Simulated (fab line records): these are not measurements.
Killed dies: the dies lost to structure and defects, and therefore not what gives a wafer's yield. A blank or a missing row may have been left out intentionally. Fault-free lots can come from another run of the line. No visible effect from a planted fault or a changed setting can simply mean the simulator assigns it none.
Which of the tools did it? -- flow n5-finfet -- 33 wafers from 11 lots sampled at 3 of the route's 1938 steps

== WHAT EACH GAUGE READ, for each wafer ==
N5_BEOL_M0_SAQP_INSPECT_42: inspects for defects (brightfield).
lot,measured,on,raw-defect-count
L075,day 6 03:27,defect-inspect-01,298 296 259
L077,day 6 10:19,defect-inspect-02,270 281 339
L079,day 6 22:34,defect-inspect-01,296 241 205
L082,day 7 13:28,defect-inspect-01,208 217 169
L084,day 8 11:05,defect-inspect-02,240 250 258
L086,day 8 18:26,defect-inspect-01,246 329 279
L088,day 9 02:10,defect-inspect-01,195 178 296
L090,day 9 13:50,defect-inspect-01,324 417 237
L092,day 10 05:14,defect-inspect-01,462 282 351
L095,day 10 20:59,defect-inspect-01,231 166 252
L096,day 11 05:29,defect-inspect-01,191 311 269

== TOOL THAT RAN EACH LOT (tool first, then ch and the chambers of the sampled wafers, then the start) ==
lot,N5_BEOL_M0_SAQP_ILD_DEP_01,N5_BEOL_M0_SAQP_HM_OPEN_112
L075,"pecvd-02 ch 0,1,2, day 5 21:50","rie-diel-03 ch 0,1,2, day 5 23:40"
L077,"pecvd-01 ch 0,2, day 6 03:50","rie-diel-04 ch 0,1,2, day 6 06:44"
L079,"pecvd-04 ch 1,2, day 6 15:44","rie-diel-03 ch 0,1,2, day 6 18:31"
L082,"pecvd-04 ch 1,2, day 7 07:38","rie-diel-03 ch 0,1,2, day 7 09:55"
L084,"pecvd-02 ch 0,1,2, day 8 05:57","rie-diel-04 ch 0,1,3, day 8 07:08"
L086,"pecvd-02 ch 0,1,2, day 8 11:58","rie-diel-05 ch 0,1, day 8 14:15"
L088,"pecvd-01 ch 1,2, day 8 18:20","rie-diel-05 ch 0,2,3, day 8 21:07"
L090,"pecvd-04 ch 0,2, day 9 08:41","rie-diel-05 ch 1,2,3, day 9 10:11"
L092,"pecvd-01 ch 0,1,2, day 9 22:19","rie-diel-03 ch 1,3, day 10 00:02"
L095,"pecvd-02 ch 0,1,2, day 10 15:32","rie-diel-05 ch 0,2,3, day 10 16:46"
L096,"pecvd-01 ch 0,1,2, day 10 21:48","rie-diel-05 ch 0,3, day 11 01:14"
- N5_BEOL_M0_SAQP_ILD_DEP_01: deposits SiOC from DEMS/O2, target thk 45.419 nm, time 8.7 s.
- N5_BEOL_M0_SAQP_HM_OPEN_112: chemistry CHF3/O2, target SiO2, stops on a-Si, target depth 12 nm, time 13.5 s.

== THE ANSWER, worked out from the rows above alone ==
Rule: the lots themselves supply what counts as usual. The widest of any qualifying gaps counts: lots, ordered by their means at a reading, are off when they make up no more than a third of the lots, leave a main group of 4 or more, and stand apart from it by 3 or more times the standard deviation of that group's means. The tables above print the reading to a certain number of digits; a main group whose means all agree to those digits is not used. Also off: a lot with no number at a reading for which 4 or more lots have one. All remaining lots with rows at the step are treated as sound.
No lot is off on any of the readings shown, so nothing can be concluded from this.

== WHAT THE SIMULATOR PUT IN ==
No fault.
